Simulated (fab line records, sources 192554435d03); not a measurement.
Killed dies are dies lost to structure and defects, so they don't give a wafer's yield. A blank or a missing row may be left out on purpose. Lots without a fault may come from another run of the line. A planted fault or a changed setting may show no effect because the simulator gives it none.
Chamber matching | flow n5_finfet | N5_DUMMY_GATE_HM_OPEN_21 on rie_diel-02: 4 sister chambers
The step chemistry CH3F/O2, target SiNx, target depth 120 nm, time 171.4 s. 8 wafers are shown with their chamber, then 8 later ones without.

WAFERS WITH THEIR CHAMBER
wafer  | chamber | drypump_motor_current_A (A) | showerhead_plenum_p_Torr (Torr)
L083.1 | 2       | 6.7                         | 1.89
L083.6 | 0       | 6.8                         | 1.91
L087.2 | 0       | 6.8                         | 1.91
L087.4 | 3       | 6.2                         | 1.93
L087.6 | 1       | 5.5                         | 2.11
L090.1 | 2       | 6.6                         | 1.88
L090.2 | 1       | 5.5                         | 2.11
L090.4 | 3       | 6.2                         | 1.93

WAFERS WITHOUT THEIR CHAMBER
wafer  | drypump_motor_current_A (A) | showerhead_plenum_p_Torr (Torr)
L092.2 | 6.2                         | 1.93
L092.3 | 5.5                         | 2.11
L092.5 | 6.2                         | 1.93
L093.1 | 5.6                         | 2.11
L093.2 | 6.7                         | 1.88
L094.2 | 6.2                         | 1.93
L094.5 | 6.2                         | 1.93
L094.6 | 6.7                         | 1.88

WHICH CHAMBER EACH WENT THROUGH
wafer  | from the rows above | in truth
L092.2 | 3                   | 3
L092.3 | 1                   | 1
L092.5 | 3                   | 3
L093.1 | 1                   | 1
L093.2 | 2                   | 2
L094.2 | 3                   | 3
L094.5 | 3                   | 3
L094.6 | 2                   | 2
Placed correctly: 8 of 8. Can't be placed from these rows: 0. Placed wrongly: 0.
How it was worked out, from the rows above alone: a wafer's distance from a chamber is the root of the sum, over the readings, of the square of ((its reading less the chamber's mean) divided by the reading's scatter). The wafer belongs to the nearest chamber; if the next one is less than 2 further off, it can't be placed. A chamber's mean is the mean of its shown wafers. The scatter: the root of (the sum of the squares of (reading less its chamber's mean) over the shown wafers, divided by (wafers less chambers)).
